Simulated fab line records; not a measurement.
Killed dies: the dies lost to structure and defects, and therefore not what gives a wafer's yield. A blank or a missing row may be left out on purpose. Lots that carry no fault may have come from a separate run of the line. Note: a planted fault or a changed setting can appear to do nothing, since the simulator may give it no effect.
Matching of chambers || flow n5 finfet || 4 sister chambers for N5_FIN_CUT_DESCUM_13 on rie diel-03
The step chemistry O2, time 7 s. 4 wafers are shown with their chamber, then 10 later ones without.

## EACH WAFER AND ITS CHAMBER
{"wafer": "L084.2", "chamber": 1, "drypump motor current A (A)": 5.8}
{"wafer": "L085.1", "chamber": 0, "drypump motor current A (A)": 5.4}
{"wafer": "L093.1", "chamber": 3, "drypump motor current A (A)": 6.2}
{"wafer": "L093.4", "chamber": 2, "drypump motor current A (A)": 5.7}

## WAFERS WITH NO CHAMBER GIVEN
{"wafer": "L093.6", "drypump motor current A (A)": 6.3}
{"wafer": "L094.2", "drypump motor current A (A)": 5.7}
{"wafer": "L094.3", "drypump motor current A (A)": 6.3}
{"wafer": "L094.6", "drypump motor current A (A)": 6.3}
{"wafer": "L095.2", "drypump motor current A (A)": 5.4}
{"wafer": "L095.4", "drypump motor current A (A)": 6.3}
{"wafer": "L095.5", "drypump motor current A (A)": 5.7}
{"wafer": "L097.2", "drypump motor current A (A)": 6.3}
{"wafer": "L097.3", "drypump motor current A (A)": 5.7}
{"wafer": "L097.5", "drypump motor current A (A)": 5.4}

## WHICH CHAMBER EACH ONE RAN IN
{"wafer": "L093.6", "from the rows above": 3, "in truth": 3}
{"wafer": "L094.2", "from the rows above": "can't be placed: 2 or 1", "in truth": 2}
{"wafer": "L094.3", "from the rows above": 3, "in truth": 3}
{"wafer": "L094.6", "from the rows above": 3, "in truth": 3}
{"wafer": "L095.2", "from the rows above": 0, "in truth": 0}
{"wafer": "L095.4", "from the rows above": 3, "in truth": 3}
{"wafer": "L095.5", "from the rows above": "can't be placed: 2 or 1", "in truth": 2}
{"wafer": "L097.2", "from the rows above": 3, "in truth": 3}
{"wafer": "L097.3", "from the rows above": "can't be placed: 2 or 1", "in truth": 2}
{"wafer": "L097.5", "from the rows above": 0, "in truth": 0}
Correct placement for 7 of the 10. Unplaceable from these rows: 3, with the true chamber sitting among the candidates in 3. Wrongly placed: 0.
How it was worked out, from the rows above alone: a wafer's distance from a chamber is the root of the sum, over the readings, of the square of ((its reading less the chamber's mean) divided by the reading's scatter). If the next closest chamber is less than 2 further off than the closest, the wafer can't be placed; otherwise it belongs to the closest. For every chamber, the mean is computed from those of its wafers that are shown. The scatter (one wafer shown for each chamber): square how far every hidden wafer sits from the nearest shown wafer, average those squares and take the square root.
